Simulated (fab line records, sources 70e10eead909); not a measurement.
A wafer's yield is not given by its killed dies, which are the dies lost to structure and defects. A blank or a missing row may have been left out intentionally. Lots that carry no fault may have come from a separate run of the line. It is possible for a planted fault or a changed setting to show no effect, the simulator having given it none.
Matching of chambers | flow nand-harc | rie-diel-04 running NHARC_A_CONTACT_ETCH_91: 4 sister chambers
The step etches the open film in CH3F/O2, target depth 40 nm, time 85.7 s. 4 wafers are shown with their chamber, then 8 later ones without.

== WAFERS PAIRED WITH THEIR CHAMBERS ==
wafer  | chamber | showerhead-plenum-p-Torr (Torr)
L907.5 | 2       | 2.52
L914.2 | 3       | 2.50
L914.6 | 0       | 2.31
L912.2 | 1       | 2.39

== WAFERS MISSING THEIR CHAMBER ==
wafer  | showerhead-plenum-p-Torr (Torr)
L912.3 | 2.31
L912.4 | 2.52
L916.2 | 2.49
L916.4 | 2.39
L916.6 | 2.49
L925.2 | 2.30
L925.4 | 2.51
L925.5 | 2.38

== WHICH CHAMBER EACH ONE RAN IN ==
wafer  | from the rows above     | in truth
L912.3 | 0                       | 0
L912.4 | 2                       | 2
L916.2 | 3                       | 3
L916.4 | 1                       | 1
L916.6 | 3                       | 3
L925.2 | 0                       | 0
L925.4 | can't be placed: 3 or 2 | 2
L925.5 | 1                       | 1
Correct placement for 7 of the 8. These rows do not allow placing 1 (true chamber among the candidates in 1). Wrongly placed: 0.
How it was worked out, from the rows above alone: a wafer's distance from a chamber is the root of the sum, over the readings, of the square of ((its reading less the chamber's mean) divided by the reading's scatter). If the next closest chamber is less than 2 further off than the closest, the wafer can't be placed; otherwise it belongs to the closest. For every chamber, the mean is computed from those of its wafers that are shown. The scatter (one wafer shown for each chamber): square how far every hidden wafer sits from the nearest shown wafer, average those squares and take the square root.
